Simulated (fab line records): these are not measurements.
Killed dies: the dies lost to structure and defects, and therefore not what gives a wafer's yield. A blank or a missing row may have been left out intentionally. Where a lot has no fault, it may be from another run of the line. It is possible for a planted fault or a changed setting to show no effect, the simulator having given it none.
Matching of chambers | flow nand_harc | pecvd-01 running NHARC_THIN_TSV_DEP_43: 3 sister chambers
The step deposits SiO2, target thk 1328.5 nm. 6 wafers are shown with their chamber, then 9 later ones without.

## WAFERS PAIRED WITH THEIR CHAMBERS
wafer  | chamber | throttle_valve_pct (%)
L698.3 | 0       | 17.1
L697.4 | 2       | 16.5
L697.5 | 1       | 16.5
L700.1 | 1       | 16.3
L700.2 | 0       | 17.2
L700.5 | 2       | 16.6

## WAFERS WHOSE CHAMBER IS MISSING
wafer  | throttle_valve_pct (%)
L701.2 | 16.3
L701.3 | 16.7
L701.6 | 16.4
L707.1 | 16.3
L707.4 | 16.6
L707.5 | 16.6
L708.1 | 16.8
L708.2 | 16.2
L708.3 | 16.4

## WHICH CHAMBER EACH ONE RAN IN
wafer  | from the rows above          | in truth
L701.2 | can't be placed: 1 or 2      | 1
L701.3 | can't be placed: 2 or 1      | 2
L701.6 | can't be placed: 1 or 2      | 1
L707.1 | can't be placed: 1 or 2      | 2
L707.4 | can't be placed: 2 or 1      | 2
L707.5 | can't be placed: 2 or 1      | 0
L708.1 | can't be placed: 2 or 0 or 1 | 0
L708.2 | can't be placed: 1 or 2      | 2
L708.3 | can't be placed: 1 or 2      | 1
Correct placement for 0 of the 9. From these rows, 9 cannot be placed; in 8 the true chamber is one of the candidates. 0 placed wrongly.
How it was worked out, from the rows above alone: a wafer's distance from a chamber is the root of the sum, over the readings, of the square of ((its reading less the chamber's mean) divided by the reading's scatter). If the next closest chamber is less than 2 further off than the closest, the wafer can't be placed; otherwise it belongs to the closest. A chamber's mean is the mean of its shown wafers. The scatter: the root of (the sum of the squares of (reading less its chamber's mean) over the shown wafers, divided by (wafers less chambers)).
